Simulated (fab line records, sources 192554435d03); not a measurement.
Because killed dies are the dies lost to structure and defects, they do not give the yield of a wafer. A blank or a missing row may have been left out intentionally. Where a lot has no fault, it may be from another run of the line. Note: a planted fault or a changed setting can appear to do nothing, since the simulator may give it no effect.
The tool behind it: which one? | flow n5 finfet | 10 lots with 30 wafers sampled at 5 steps, on a route of 1938 steps

## WHAT THE GAUGES SHOWED, per wafer
N5_BEOL_M4_RC_MEAS_101. Usual: DIBL_N 35.8 mV/V, standard deviation 1.8; DIBL_P 35.9 mV/V, standard deviation 2.2; IOFF_N 0.16 nA/um, standard deviation 0.035; IOFF_P 0.21 nA/um, standard deviation 0.04; ION_N 672 uA/um, standard deviation 11; ION_P 461 uA/um, standard deviation 7.4; SS_N 71.4 mV/dec, standard deviation 0.64; SS_P 73.2 mV/dec, standard deviation 0.67; VT_N 250 mV, standard deviation 3.5; VT_P -251 mV, standard deviation 3.4.
lot  | measured     | on        | DIBL_N (mV/V)  | DIBL_P (mV/V)  | IOFF_N (nA/um) | IOFF_P (nA/um) | ION_N (uA/um) | ION_P (uA/um) | SS_N (mV/dec)  | SS_P (mV/dec)  | VT_N (mV)   | VT_P (mV)      | flag
L866 | day 7 19:40  | prober-02 | 35.0 35.8 35.0 | 34.4 36.3 35.2 | 0.15 0.17 0.15 | 0.16 0.19 0.17 | 664 691 671   | 450 467 459   | 71.5 72.1 72.0 | 73.0 73.8 72.7 | 250 248 248 | -254 -252 -252 |
L870 | day 8 20:38  | prober-02 | 37.6 34.5 35.5 | 39.3 35.6 37.1 | 0.21 0.15 0.17 | 0.27 0.21 0.24 | 679 670 676   | 467 459 473   | 72.1 71.0 71.4 | 73.9 72.9 73.0 | 247 250 251 | -246 -247 -248 |
L871 | day 9 08:31  | prober-01 | 35.9 35.0 36.8 | 37.2 35.8 37.1 | 0.16 0.14 0.17 | 0.21 0.20 0.21 | 671 669 675   | 464 459 464   | 72.0 71.6 71.9 | 73.4 72.8 73.3 | 250 252 250 | -250 -254 -249 |
L873 | day 9 17:13  | prober-01 | 36.0 39.2 38.9 | 35.7 39.2 39.0 | 0.15 0.21 0.20 | 0.20 0.27 0.25 | 665 683 676   | 462 468 470   | 71.5 72.0 72.2 | 72.8 74.2 73.1 | 254 251 248 | -250 -248 -250 |
L880 | day 11 19:51 | prober-02 | 34.3 37.1 35.0 | 34.6 38.2 35.8 | 0.13 0.19 0.15 | 0.21 0.28 0.23 | 658 664 669   | 462 464 470   | 71.3 71.2 70.5 | 73.0 73.7 72.3 | 253 247 249 | -249 -246 -246 |
L882 | day 12 01:48 | prober-02 | 31.7 34.5 33.8 | 31.2 35.6 34.5 | 0.09 0.13 0.12 | 0.13 0.19 0.18 | 654 667 667   | 456 461 469   | 70.2 70.7 70.6 | 71.9 73.1 72.2 | 258 251 251 | -256 -251 -251 |
L883 | day 12 09:31 | prober-01 | 37.6 36.7 35.9 | 37.8 36.8 36.1 | 0.17 0.15 0.14 | 0.19 0.17 0.17 | 671 668 660   | 444 446 448   | 72.1 72.0 71.8 | 73.8 73.5 73.5 | 251 252 253 | -257 -256 -256 |
L884 | day 12 16:39 | prober-01 | 37.3 37.0 32.9 | 36.3 35.8 31.6 | 0.18 0.16 0.11 | 0.21 0.20 0.15 | 672 682 661   | 458 464 456   | 72.0 70.6 70.9 | 73.2 73.4 72.5 | 248 249 252 | -251 -251 -256 |
L885 | day 12 20:54 | prober-01 | 37.0 37.4 36.3 | 36.5 37.5 36.1 | 0.16 0.17 0.17 | 0.22 0.26 0.22 | 673 670 671   | 455 462 463   | 71.6 71.8 71.5 | 73.1 74.1 73.4 | 251 248 250 | -249 -245 -247 |
L889 | day 13 23:44 | prober-02 | 34.4 35.2 32.4 | 33.0 34.1 30.8 | 0.11 0.12 0.09 | 0.17 0.18 0.14 | 659 658 653   | 459 459 453   | 70.6 71.7 70.3 | 72.5 72.9 71.6 | 255 255 257 | -251 -253 -255 |

## TOOL THAT RAN EACH LOT (tool first, then ch and the chambers of the sampled wafers, then the start)
lot  | N5_BEOL_M1_PRE_CLEAN_60          | N5_BEOL_M2_HM_OPEN_17             | N5_BEOL_M2_COAT_68                | N5_BEOL_M2_DESCUM_33
L866 | cvd co-01 ch 0,1,2, day 6 14:40  | rie metal-03 ch 0,1, day 6 18:03  | litho track-05 ch 0, day 6 18:16  | rie diel-02 ch 0,1,2, day 6 18:57
L870 | cvd co-01 ch 1,2, day 7 10:34    | rie metal-02 ch 0,1, day 7 12:39  | litho track-01 ch 0, day 7 12:51  | rie diel-02 ch 0,3, day 7 13:20
L871 | cvd co-02 ch 1,2, day 7 21:13    | rie metal-02 ch 0,1, day 7 22:48  | litho track-01 ch 0, day 7 23:02  | rie diel-02 ch 0,1,2, day 7 23:35
L873 | cvd co-01 ch 0,1,2, day 8 00:40  | rie metal-02 ch 0,1, day 8 02:49  | litho track-04 ch 0, day 8 03:02  | rie diel-04 ch 1,3, day 8 03:27
L880 | cvd co-02 ch 0,1, day 10 05:25   | rie metal-03 ch 0,1, day 10 08:29 | litho track-01 ch 0, day 10 08:49 | rie diel-05 ch 0,1,2, day 10 09:20
L882 | cvd co-01 ch 0,2, day 10 19:05   | rie metal-01 ch 0,1, day 10 21:33 | litho track-01 ch 0, day 10 21:44 | rie diel-04 ch 1,2,3, day 10 22:12
L883 | cvd co-01 ch 0,1, day 11 00:02   | rie metal-01 ch 0,1, day 11 02:17 | litho track-01 ch 0, day 11 02:31 | rie diel-05 ch 1,3, day 11 03:07
L884 | cvd co-02 ch 0,1,2, day 11 00:49 | rie metal-03 ch 0,1, day 11 03:28 | litho track-05 ch 0, day 11 03:43 | rie diel-05 ch 1,2,3, day 11 04:25
L885 | cvd co-01 ch 0,2, day 11 03:15   | rie metal-03 ch 0,1, day 11 04:47 | litho track-05 ch 0, day 11 05:05 | rie diel-02 ch 0,1,3, day 11 06:02
L889 | cvd co-02 ch 0,1,2, day 12 07:49 | rie metal-03 ch 0,1, day 12 11:33 | litho track-05 ch 0, day 12 11:47 | rie diel-02 ch 0,3, day 12 12:19
- N5_BEOL_M1_PRE_CLEAN_60: time 15 s.
- N5_BEOL_M2_HM_OPEN_17: chemistry Cl2/BCl3, target TiN, target depth 20 nm, overetch 6 nm.
- N5_BEOL_M2_COAT_68: time 60 s, resist thk 12 nm.
- N5_BEOL_M2_DESCUM_33: chemistry O2, time 7 s.

## AS READ BY THE TOOLS THEMSELVES (means over the sampled wafers that have a number; for cases with no such wafer, the mark the record gives instead)
N5_BEOL_M1_PRE_CLEAN_60. Usual: heater power outer w 19 W, standard deviation 4.9; heater power w 82 W, standard deviation 15.
lot  | tool      | heater power outer w (W) | heater power w (W) | flag
L866 | cvd co-01 | 17                       | 79                 |
L870 | cvd co-01 | 18                       | 90                 |
L871 | cvd co-02 | 20                       | 80                 |
L873 | cvd co-01 | 17                       | 80                 |
L880 | cvd co-02 | 25                       | 79                 |
L882 | cvd co-01 | 16                       | 69                 |
L883 | cvd co-01 | 21                       | 92                 |
L884 | cvd co-02 | 21                       | 85                 |
L885 | cvd co-01 | 16                       | 69                 |
L889 | cvd co-02 | 21                       | 85                 |

N5_BEOL_M2_HM_OPEN_17. Usual: drypump motor current A 5.5 A, standard deviation 0.61; oes product au 0.70 a.u., standard deviation 0.047; throttle valve pct 21.99 %, standard deviation 0.19.
lot  | tool         | drypump motor current A (A) | oes product au (a.u.) | throttle valve pct (%) | flag
L866 | rie metal-03 | 5.2                         | 0.77                  | 21.87                  |
L870 | rie metal-02 | 5.8                         | 0.69                  | 21.94                  |
L871 | rie metal-02 | 5.8                         | 0.70                  | 21.93                  |
L873 | rie metal-02 | 5.8                         | 0.69                  | 21.93                  |
L880 | rie metal-03 | 5.2                         | 0.74                  | 21.88                  |
L882 | rie metal-01 | 5.8                         | 0.67                  | 22.00                  |
L883 | rie metal-01 | 5.8                         | 0.66                  | 22.01                  |
L884 | rie metal-03 | 5.2                         | 0.74                  | 21.89                  |
L885 | rie metal-03 | 5.7                         | 0.71                  | 21.94                  |
L889 | rie metal-03 | 5.7                         | 0.69                  | 21.95                  |

N5_BEOL_M2_COAT_68. Usual: spin speed rpm reads 1499.9 rpm (standard deviation 1).
lot  | tool           | spin speed rpm (rpm) | flag
L866 | litho track-05 | 1500.7               |
L870 | litho track-01 | 1455.1               | OFF
L871 | litho track-01 | 1456.5               | OFF
L873 | litho track-04 | 1499.4               |
L880 | litho track-01 | 1500.1               |
L882 | litho track-01 | 1500.4               |
L883 | litho track-01 | 1499.9               |
L884 | litho track-05 | 1499.5               |
L885 | litho track-05 | 1500.8               |
L889 | litho track-05 | 1500.2               |

N5_BEOL_M2_DESCUM_33. Usual: drypump motor current A 5.6 A, standard deviation 0.42; oes product au 0.81 a.u., standard deviation 0.077; rf vpp V 243.3 V, standard deviation 1.3; showerhead plenum p Torr 2.10 Torr, standard deviation 0.063; throttle valve pct 20.32 %, standard deviation 0.17.
lot  | tool        | drypump motor current A (A) | oes product au (a.u.) | rf vpp V (V) | showerhead plenum p Torr (Torr) | throttle valve pct (%) | flag
L866 | rie diel-02 | 5.8                         | 0.75                  | 243.2        | 2.08                            | 20.38                  |
L870 | rie diel-02 | 5.4                         | 0.83                  | 243.3        | 2.09                            | 20.27                  |
L871 | rie diel-02 | 5.8                         | 0.84                  | 244.1        | 2.08                            | 20.27                  |
L873 | rie diel-04 | 5.3                         | 0.92                  | 243.0        | 2.12                            | 20.06                  |
L880 | rie diel-05 | 5.6                         | 0.82                  | 244.8        | 2.14                            | 20.21                  |
L882 | rie diel-04 | 5.3                         | 0.83                  | 244.1        | 2.14                            | 20.29                  |
L883 | rie diel-05 | 5.5                         | 0.84                  | 241.6        | 2.07                            | 20.40                  |
L884 | rie diel-05 | 5.6                         | 0.77                  | 243.0        | 2.09                            | 20.27                  |
L885 | rie diel-02 | 5.4                         | 0.83                  | 243.1        | 2.08                            | 20.32                  |
L889 | rie diel-02 | 5.4                         | 0.79                  | 242.6        | 2.07                            | 20.33                  |

## THE ANSWER, worked out from the rows above alone
Rule: take the mean of a lot's wafers that have a number; if it is more than 3 standard deviations from the usual mean, the lot is off. Also off: a lot with no number at a reading for which 4 or more lots have one. Where the step has rows for the other lots, those lots are counted as sound. The gauges are gone through in route order, then the tools' own readings, and for those a lot's mean is taken as printed above. At the first step where some lot is off, the reading lying furthest off is the one used; lots without a number count as furthest.
Off at N5_BEOL_M2_COAT_68 (spin speed rpm): L870, L871.
If a tool, at that step or one of the process steps before it, ran each lot that is off and ran no sound lot following the first of them, it fits. No candidate that was tried fits.

## WHAT HAD BEEN PUT IN BY THE SIMULATOR
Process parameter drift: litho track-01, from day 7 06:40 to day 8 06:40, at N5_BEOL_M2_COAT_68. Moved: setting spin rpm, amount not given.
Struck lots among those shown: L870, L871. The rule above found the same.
